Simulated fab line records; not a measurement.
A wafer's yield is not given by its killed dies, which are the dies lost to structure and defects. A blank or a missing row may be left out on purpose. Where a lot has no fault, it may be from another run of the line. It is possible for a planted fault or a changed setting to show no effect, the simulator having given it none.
Matching of chambers :: flow nand-harc :: rie-diel-05 running NHARC_A_ZERO_WELL_DESCUM_12: 4 sister chambers
The step chemistry O2, time 3 s. 4 wafers are shown with their chamber, then 12 later ones without.

WAFERS WITH THEIR CHAMBER
wafer: L083.1
chamber: 1
drypump-motor-current-A (A): 5.6

wafer: L084.1
chamber: 2
drypump-motor-current-A (A): 6.1

wafer: L084.5
chamber: 3
drypump-motor-current-A (A): 5.0

wafer: L084.6
chamber: 0
drypump-motor-current-A (A): 6.5

WAFERS WHOSE CHAMBER IS MISSING
wafer: L087.1
drypump-motor-current-A (A): 5.0

wafer: L087.2
drypump-motor-current-A (A): 5.6

wafer: L087.3
drypump-motor-current-A (A): 6.4

wafer: L086.1
drypump-motor-current-A (A): 5.6

wafer: L086.3
drypump-motor-current-A (A): 5.0

wafer: L086.5
drypump-motor-current-A (A): 6.4

wafer: L089.3
drypump-motor-current-A (A): 5.6

wafer: L089.5
drypump-motor-current-A (A): 5.5

wafer: L089.6
drypump-motor-current-A (A): 6.2

wafer: L096.1
drypump-motor-current-A (A): 5.0

wafer: L096.2
drypump-motor-current-A (A): 6.2

wafer: L096.3
drypump-motor-current-A (A): 5.6

THE CHAMBER EACH PASSED THROUGH
wafer: L087.1
from the rows above: 3
in truth: 3

wafer: L087.2
from the rows above: 1
in truth: 1

wafer: L087.3
from the rows above: 0
in truth: 0

wafer: L086.1
from the rows above: 1
in truth: 1

wafer: L086.3
from the rows above: 3
in truth: 3

wafer: L086.5
from the rows above: 0
in truth: 0

wafer: L089.3
from the rows above: 1
in truth: 1

wafer: L089.5
from the rows above: 1
in truth: 1

wafer: L089.6
from the rows above: 2
in truth: 2

wafer: L096.1
from the rows above: 3
in truth: 3

wafer: L096.2
from the rows above: 2
in truth: 2

wafer: L096.3
from the rows above: 1
in truth: 1
12 of 12 placed correctly. Not placeable from these rows: 0. Wrongly placed: 0.
How it was worked out, from the rows above alone: a wafer's distance from a chamber is the root of the sum, over the readings, of the square of ((its reading less the chamber's mean) divided by the reading's scatter). The wafer belongs to the nearest chamber; if the next one is less than 2 further off, it can't be placed. For every chamber, the mean is computed from those of its wafers that are shown. The scatter: root of mean squared gap, hidden wafer to nearest shown wafer, with one shown wafer a chamber.
